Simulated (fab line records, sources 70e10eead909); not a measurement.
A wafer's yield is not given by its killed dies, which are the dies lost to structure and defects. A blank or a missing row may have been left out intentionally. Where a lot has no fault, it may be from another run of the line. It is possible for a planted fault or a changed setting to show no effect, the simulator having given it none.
fab line records | flow nand_harc
record: lots: 6 wafers: 18 last_day: 33
route steps=1302 shown A_DECK1_JOINT@541 A_ONON_D2@545 END@1302
lots that met no fault: taken from a fault-free run of the same line
start_h: hours from the record's first day to the start of the lot's first wafer shown | wait_h: how many hours have passed since the lot's step before this one | " the same as in the row above | L1.1+2: a single row standing in for several wafers | - either no value or no given start | * or withheld: withheld | < > ~ a bound
route shown NAME@n: a module of which the file shows steps, and the number in the route of the first | usual: mean/standard deviation of fault-free wafers | same: alike in all rows | chamber/n: place in a boat | sites: each site's reading | _std_site: their standard deviation | _edge_site: the outer-site mean with the inner-site mean subtracted | radius_mm: how far each site lies from the wafer's centre | mask NAME#n: copy n | behind: the last tool/chamber to shape the wafer | hold: why the lot was held/for how many hours/how that ended | device: the n, p or np transistor that did not switch | end of line: at the end of the route, the tests of the same wafers | a step with no rows: only its recipe | killed: dies lost to structure and defects at the first sort, not the wafer's yield | map: shows each die of a wafer: x if killed, . if not, _ if none is there
set.NAME: the run value of the setting; set.NAME@STEP: its run value at that earlier step | model.NAME: the simulator's own value behind a step, which no gauge read
certain route steps with their lots: each step a table, each wafer a row
services: the hour from which a tool's chamber was out of use, counted from the record's first day as start_h (under 0 if before that day), plus the number of hours and why
== steps ==
step: NHARC_A_DECK1_JOINT_SRD_15
step: NHARC_A_DECK1_JOINT_DEP_16
recipe: target_thk_a: 450 temp_c: 400 pressure_torr: 6.5 rf_w: 900 teos_flow_sccm: 161.4 flow_sccm: 2650 target_thk_nm: 45 gas: O2 material: SiO2
usual: flow_sccm: 2650/8 heater_power_w: 535/110 susceptor_temp_C: 400.01/0.2 throttle_valve_pct: 15.8/0.46
columns lot.wafer tool chamber start_h wait_h flow_sccm heater_power_w susceptor_temp_C throttle_valve_pct
L256.2 pecvd-04 2 285.76 0.2 2657 450 400.40 15.7
L256.1 " 0 " " 2640 390 399.84 16.2
L256.3 " 1 " " 2648 780 400.15 15.6
L260.2 pecvd-04 2 323.25 0.1 2651 399 400.11 16.0
L260.3 " 1 " " 2662 794 399.99 15.8
L260.6 " 0 " " 2661 444 400.16 16.5
L264.3 pecvd-02 2 377.91 0.1 2663 565 399.80 15.4
L264.4 " 0 " " 2640 556 399.95 16.0
L264.5 " 1 " " 2647 577 399.75 16.5
L266.3 pecvd-02 1 392.36 0.1 2648 644 399.79 16.4
L266.6 " 2 " " 2657 539 400.09 15.6
L266.5 " 0 " " 2657 464 400.15 15.9
L274.2 pecvd-03 1 459.55 0.1 2656 503 400.04 15.2
L274.3 " 0 " " 2643 539 399.90 16.1
L274.5 " 1 " " 2660 515 400.32 15.2
L276.1 pecvd-03 2 489.27 0.1 2639 499 400.15 15.7
L276.3 " 1 " " 2642 545 399.97 14.9
L276.5 " 0 " " 2629 573 400.49 16.1
step: NHARC_A_DECK1_JOINT_THK_MEAS_17
recipe: thk_meas_gauge: ellipsometry
usual: thk_nm: 45.1/1.2
columns lot.wafer tool chamber start_h wait_h thk_nm
L256.1 film_metro-01 - 286.04 0.2 44.9
L256.2 " - " " 43.7
L256.3 " - " " 44.4
L260.2 film_metro-01 - 323.53 0.3 46.8
L260.3 " - " " 43.9
L260.6 " - " " 44.7
L264.3 film_metro-01 - 378.14 0.2 45.0
L264.4 " - " " 46.2
L264.5 " - " " 47.9
L266.3 film_metro-01 - 392.64 0.3 45.4
L266.5 " - " " 44.9
L266.6 " - " " 47.5
L274.2 film_metro-02 - 459.83 0.3 42.2
L274.3 " - " " 45.1
L274.5 " - " " 44.3
L276.1 film_metro-02 - 489.55 0.3 47.0
L276.3 " - " " 43.4
L276.5 " - " " 45.5
step: NHARC_A_DECK1_JOINT_INSPECT_05
usual: raw_defect_count: 328/130
columns lot.wafer tool chamber start_h wait_h raw_defect_count
L256.1 defect_inspect-02 - 286.08 0.0 127
L256.2 " - " " 161
L256.3 " - " " 288
L260.2 defect_inspect-01 - 323.56 0.0 362
L260.3 " - " " 289
L260.6 " - " " 133
L264.3 defect_inspect-02 - 378.17 0.0 482
L264.4 " - " " 407
L264.5 " - " " 476
L266.3 defect_inspect-02 - 392.68 0.0 237
L266.5 " - " " 293
L266.6 " - " " 337
L274.2 defect_inspect-01 - 459.86 0.0 376
L274.3 " - " " 266
L274.5 " - " " 224
L276.1 defect_inspect-01 - 489.59 0.0 218
L276.3 " - " " 297
L276.5 " - " " 356
step: NHARC_A_ONON_D2_DEP_00
recipe: target_thk_a: 10000 n2_flow_sccm: 2750 n2o_flow_sccm: 2000 nh3_flow_sccm: 500 sih4_flow_sccm: 210 temp_c: 400
step: NHARC_A_ONON_D2_THK_MEAS_02
recipe: thk_meas_gauge: ellipsometry
usual: thk_nm: 999/9.4
columns lot.wafer tool chamber start_h wait_h thk_nm
L256.1 film_metro-01 - 286.65 - 995
L256.2 " - " " 997
L256.3 " - " " 995
L260.2 film_metro-02 - 324.13 - 997
L260.3 " - " " 998
L260.6 " - " " 997
L264.3 film_metro-01 - 378.75 - 997
L264.4 " - " " 997
L264.5 " - " " 998
L266.3 film_metro-01 - 393.25 - 1007
L266.5 " - " " 1006
L266.6 " - " " 1006
L274.2 film_metro-02 - 460.43 - 989
L274.3 " - " " 989
L274.5 " - " " 990
L276.1 film_metro-02 - 490.16 - 978
L276.3 " - " " 978
L276.5 " - " " 978
step: NHARC_A_ONON_D2_DEP_03
recipe: target_thk_a: 10000 n2_flow_sccm: 2750 n2o_flow_sccm: 2000 nh3_flow_sccm: 500 sih4_flow_sccm: 210 temp_c: 400
step: NHARC_A_ONON_D2_THK_MEAS_05
recipe: thk_meas_gauge: ellipsometry
usual: thk_nm: 1003/11
columns lot.wafer tool chamber start_h wait_h thk_nm
L256.1 film_metro-02 - 287.22 - 1027
L256.2 " - " " 1029
L256.3 " - " " 1029
L260.2 film_metro-01 - 324.70 - 997
L260.3 " - " " 998
L260.6 " - " " 997
L264.3 film_metro-01 - 379.32 - 1010
L264.4 " - " " 1009
L264.5 " - " " 1008
L266.3 film_metro-01 - 393.82 - 991
L266.5 " - " " 993
L266.6 " - " " 991
L274.2 film_metro-01 - 461.13 - 1003
L274.3 " - " " 1004
L274.5 " - " " 1006
L276.1 film_metro-01 - 490.73 - 987
L276.3 " - " " 987
L276.5 " - " " 987
step: NHARC_A_ONON_D2_DEP_06
recipe: target_thk_a: 10000 n2_flow_sccm: 2750 n2o_flow_sccm: 2000 nh3_flow_sccm: 500 sih4_flow_sccm: 210 temp_c: 400
step: NHARC_A_ONON_D2_THK_MEAS_08
recipe: thk_meas_gauge: ellipsometry
usual: thk_nm: 997/9.9
columns lot.wafer tool chamber start_h wait_h thk_nm
L256.1 film_metro-01 - 287.78 - 1017
L256.2 " - " " 1021
L256.3 " - " " 1019
L260.2 film_metro-02 - 325.27 - 1010
L260.3 " - " " 1010
L260.6 " - " " 1012
L264.3 film_metro-01 - 379.88 - 981
L264.4 " - " " 981
L264.5 " - " " 984
L266.3 film_metro-02 - 394.37 - 1009
L266.5 " - " " 1006
L266.6 " - " " 1006
L274.2 film_metro-01 - 461.69 - 1010
L274.3 " - " " 1009
L274.5 " - " " 1009
L276.1 film_metro-02 - 491.28 - 989
L276.3 " - " " 989
L276.5 " - " " 990
step: NHARC_A_ONON_D2_DEP_09
recipe: target_thk_a: 10000 n2_flow_sccm: 2750 n2o_flow_sccm: 2000 nh3_flow_sccm: 500 sih4_flow_sccm: 210 temp_c: 400
step: NHARC_A_ONON_D2_THK_MEAS_11
recipe: thk_meas_gauge: ellipsometry
usual: thk_nm: 1001/11
columns lot.wafer tool chamber start_h wait_h thk_nm
L256.1 film_metro-01 - 288.35 - 1021
L256.2 " - " " 1021
L256.3 " - " " 1020
L260.2 film_metro-02 - 325.83 - 990
L260.3 " - " " 987
L260.6 " - " " 988
L264.3 film_metro-01 - 380.45 - 997
L264.4 " - " " 997
L264.5 " - " " 999
L266.3 film_metro-02 - 394.94 - 1003
L266.5 " - " " 1003
L266.6 " - " " 1003
L274.2 film_metro-01 - 462.25 - 1009
L274.3 " - " " 1009
L274.5 " - " " 1008
L276.1 film_metro-02 - 491.85 - 1005
L276.3 " - " " 1006
L276.5 " - " " 1005
step: NHARC_A_ONON_D2_DEP_12
recipe: target_thk_a: 10000 n2_flow_sccm: 2750 n2o_flow_sccm: 2000 nh3_flow_sccm: 500 sih4_flow_sccm: 210 temp_c: 400
usual: susceptor_temp_C: 400.02/0.23
columns lot.wafer tool chamber start_h wait_h susceptor_temp_C
L256.1 pecvd_onon-01 0 288.41 0.1 400.22
L256.2 " 0 " " 399.95
L256.3 " 0 " " 400.51
L260.2 pecvd_onon-04 0 325.94 0.1 400.13
L260.3 " 0 " " 400.35
L260.6 " 0 " " 400.22
L264.3 pecvd_onon-04 0 380.62 0.2 400.15
L264.4 " 0 " " 400.29
L264.5 " 0 " " 400.59
L266.3 pecvd_onon-04 0 395.11 0.2 400.06
L266.5 " 0 " " 399.87
L266.6 " 0 " " 400.00
L274.2 pecvd_onon-02 0 462.37 0.1 400.02
L274.3 " 0 " " 400.23
L274.5 " 0 " " 399.48
L276.1 pecvd_onon-04 0 491.90 0.1 400.14
L276.3 " 0 " " 399.89
L276.5 " 0 " " 400.22
step: NHARC_A_ONON_D2_THK_MEAS_14
recipe: thk_meas_gauge: ellipsometry
usual: thk_nm: 1001/8
columns lot.wafer tool chamber start_h wait_h thk_nm
L256.1 film_metro-01 - 288.92 - 1004
L256.2 " - " " 1003
L256.3 " - " " 1002
L260.2 film_metro-01 - 326.42 - 1007
L260.3 " - " " 1006
L260.6 " - " " 1006
L264.3 film_metro-01 - 381.02 - 617
L264.4 " - " " 998
L264.5 " - " " 618
L266.3 film_metro-02 - 395.50 - 620
L266.5 " - " " 623
L266.6 " - " " 1001
L274.2 film_metro-02 - 462.82 - 1000
L274.3 " - " " 1002
L274.5 " - " " 1001
L276.1 film_metro-01 - 492.41 - 1011
L276.3 " - " " 1012
L276.5 " - " " 1011
step: NHARC_A_ONON_D2_ANNEAL_15
recipe: temp_c: 750 time_s: 3600
step: NHARC_END_SORT_01
recipe: temp_c: 25
usual: killed_at_array: 56/19 killed_at_other: 0.8/1.1 killed_at_periphery: 3.4/2.5 killed_dies: 60/19 killed_open: 2.9/1.7 killed_short: 2.4/1.6
same: gross_dies: 677
columns lot.wafer tool chamber start_h wait_h killed_at_array killed_at_other killed_at_periphery killed_dies killed_open killed_short
L264.3 prober-02 0 660.68 3.1 677 0 0 677 3 0
L264.5 prober-02 0 662.28 3.7 673 2 2 677 3 3
L266.3 prober-01 0 682.93 3.1 668 3 6 677 4 1
L266.5 prober-01 0 684.54 3.7 668 1 8 677 5 2
killed by level:class
L264.3 A_ONON_D2:area_dep=604 A_SLIT:chamber_film_flake=38 A_CHANNEL_HOLE_D1:chamber_film_flake=26 A_CHANNEL_HOLE_D2:chamber_film_flake=3 A_M0:chamber_film_flake=2 A_CHANNEL_HOLE_D1:geometric_particle:open=1 A_CHANNEL_FILL_D2:geometric_particle:open=1 A_BLC:geometric_particle:open=1
L264.5 A_ONON_D2:area_dep=605 A_CHANNEL_HOLE_D1:chamber_film_flake=29 A_SLIT:chamber_film_flake=27 A_M0:chamber_film_flake=3 A_CHANNEL_HOLE_D2:chamber_film_flake=2 THIN_TSV:chamber_film_flake=2 A_CHANNEL_HOLE_D1:geometric_particle:short=1 A_CHANNEL_HOLE_D2:geometric_particle:short=1
L266.3 A_ONON_D2:area_dep=605 A_SLIT:chamber_film_flake=37 A_CONTACT:chamber_film_flake=10 A_CHANNEL_HOLE_D1:chamber_film_flake=7 P_M2:chamber_film_flake=5 A_STAIRCASE:chamber_film_flake=2 THIN_TSV:chamber_film_flake=2 P_GATE:geometric_particle:open=1
L266.5 A_ONON_D2:area_dep=622 A_SLIT:chamber_film_flake=31 A_CONTACT:chamber_film_flake=5 P_M2:chamber_film_flake=3 A_CHANNEL_HOLE_D1:chamber_film_flake=3 A_CHANNEL_FILL_D1:geometric_particle:open=2 P_M1:chamber_film_flake=2 P_CONTACT:geometric_particle:open=1
map L264.3 (x killed, . not)
____________x____________
_________xxxxxxx_________
_______xxxxxxxxxxx_______
______xxxxxxxxxxxxx______
_____xxxxxxxxxxxxxxx_____
____xxxxxxxxxxxxxxxxx____
____xxxxxxxxxxxxxxxxx____
___xxxxxxxxxxxxxxxxxxx___
___xxxxxxxxxxxxxxxxxxx___
__xxxxxxxxxxxxxxxxxxxxx__
__xxxxxxxxxxxxxxxxxxxxx__
_xxxxxxxxxxxxxxxxxxxxxxx_
_xxxxxxxxxxxxxxxxxxxxxxx_
_xxxxxxxxxxxxxxxxxxxxxxx_
_xxxxxxxxxxxxxxxxxxxxxxx_
_xxxxxxxxxxxxxxxxxxxxxxx_
xxxxxxxxxxxxxxxxxxxxxxxxx
xxxxxxxxxxxxxxxxxxxxxxxxx
xxxxxxxxxxxxxxxxxxxxxxxxx
xxxxxxxxxxxxxxxxxxxxxxxxx
xxxxxxxxxxxxxxxxxxxxxxxxx
_xxxxxxxxxxxxxxxxxxxxxxx_
_xxxxxxxxxxxxxxxxxxxxxxx_
_xxxxxxxxxxxxxxxxxxxxxxx_
_xxxxxxxxxxxxxxxxxxxxxxx_
_xxxxxxxxxxxxxxxxxxxxxxx_
__xxxxxxxxxxxxxxxxxxxxx__
__xxxxxxxxxxxxxxxxxxxxx__
___xxxxxxxxxxxxxxxxxxx___
___xxxxxxxxxxxxxxxxxxx___
____xxxxxxxxxxxxxxxxx____
____xxxxxxxxxxxxxxxxx____
_____xxxxxxxxxxxxxxx_____
______xxxxxxxxxxxxx______
_______xxxxxxxxxxx_______
_________xxxxxxx_________
____________x____________
map L266.3 (x killed, . not)
____________x____________
_________xxxxxxx_________
_______xxxxxxxxxxx_______
______xxxxxxxxxxxxx______
_____xxxxxxxxxxxxxxx_____
____xxxxxxxxxxxxxxxxx____
____xxxxxxxxxxxxxxxxx____
___xxxxxxxxxxxxxxxxxxx___
___xxxxxxxxxxxxxxxxxxx___
__xxxxxxxxxxxxxxxxxxxxx__
__xxxxxxxxxxxxxxxxxxxxx__
_xxxxxxxxxxxxxxxxxxxxxxx_
_xxxxxxxxxxxxxxxxxxxxxxx_
_xxxxxxxxxxxxxxxxxxxxxxx_
_xxxxxxxxxxxxxxxxxxxxxxx_
_xxxxxxxxxxxxxxxxxxxxxxx_
xxxxxxxxxxxxxxxxxxxxxxxxx
xxxxxxxxxxxxxxxxxxxxxxxxx
xxxxxxxxxxxxxxxxxxxxxxxxx
xxxxxxxxxxxxxxxxxxxxxxxxx
xxxxxxxxxxxxxxxxxxxxxxxxx
_xxxxxxxxxxxxxxxxxxxxxxx_
_xxxxxxxxxxxxxxxxxxxxxxx_
_xxxxxxxxxxxxxxxxxxxxxxx_
_xxxxxxxxxxxxxxxxxxxxxxx_
_xxxxxxxxxxxxxxxxxxxxxxx_
__xxxxxxxxxxxxxxxxxxxxx__
__xxxxxxxxxxxxxxxxxxxxx__
___xxxxxxxxxxxxxxxxxxx___
___xxxxxxxxxxxxxxxxxxx___
____xxxxxxxxxxxxxxxxx____
____xxxxxxxxxxxxxxxxx____
_____xxxxxxxxxxxxxxx_____
______xxxxxxxxxxxxx______
_______xxxxxxxxxxx_______
_________xxxxxxx_________
____________x____________
== services ==
columns tool chamber start_h hours kind
pecvd-04 - 269.21 13.0 pm
pecvd-04 0 269.21 13.0 vent_cycle
pecvd-04 1 269.21 13.0 vent_cycle
pecvd-04 2 269.21 13.0 vent_cycle
pecvd_onon-01 - 269.31 13.0 pm
pecvd-04 0 282.21 - clean
pecvd-04 1 282.21 - clean
pecvd-04 2 282.21 - clean
pecvd-03 - 286.43 1.0 repair
pecvd-03 2 297.66 1.8 repair
pecvd_onon-02 - 309.50 1.2 repair
pecvd_onon-04 - 311.06 13.0 pm
pecvd-04 1 335.67 6.0 repair
pecvd-02 - 348.97 2.1 repair
pecvd-04 0 349.79 13.8 repair
pecvd-04 - 351.35 3.0 repair
pecvd_onon-02 - 366.00 13.0 pm
pecvd-03 - 366.06 13.0 pm
pecvd-02 - 408.00 13.0 pm
pecvd-03 - 431.39 5.5 repair
pecvd-04 - 450.21 13.0 pm
pecvd_onon-01 - 450.31 13.0 pm
pecvd-02 - 455.62 4.2 repair
pecvd-04 - 468.09 1.3 repair
== key ==
first_sign: step: NHARC_A_ONON_D2_THK_MEAS_14 reading: thk_nm direction: down sigmas: 48 usual: 1001 struck: 619
effect: step: NHARC_END_SORT_01 reading: killed_at_array direction: up sigmas: 33 usual: 56 struck: 672
more_kills_born_at: NHARC_A_ONON_D2_DEP_12@pecvd_onon-04: 2436
met_at NHARC_A_ONON_D2_DEP_12
struck_wafers L264.3,L264.5,L266.3,L266.5
later_rows_left_out L264.3,L264.5,L266.3,L266.5
tester_left_out L264,L266
onset_between 325.94 380.62
fault: kind: process_parameter_drift tool: pecvd_onon-04 chamber: - onset_h: 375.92 steps: NHARC_A_ONON_D2_DEP_12 channel: target_thk_a offset: * shape: step end_h: 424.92 scope: struck_wafers_only acts_in: * stated: *
tester_left_out: of these lots the tester's yield and bins aren't shown, on N5 and GAA mostly nor the transistor test; their killed dies are dies lost to structure and defects alone, not to doping, threshold or leakage, so they don't give the yield
later_rows_left_out: the simulator's readings of these wafers behind a module that went badly wrong aren't trusted and aren't shown, but for the sort
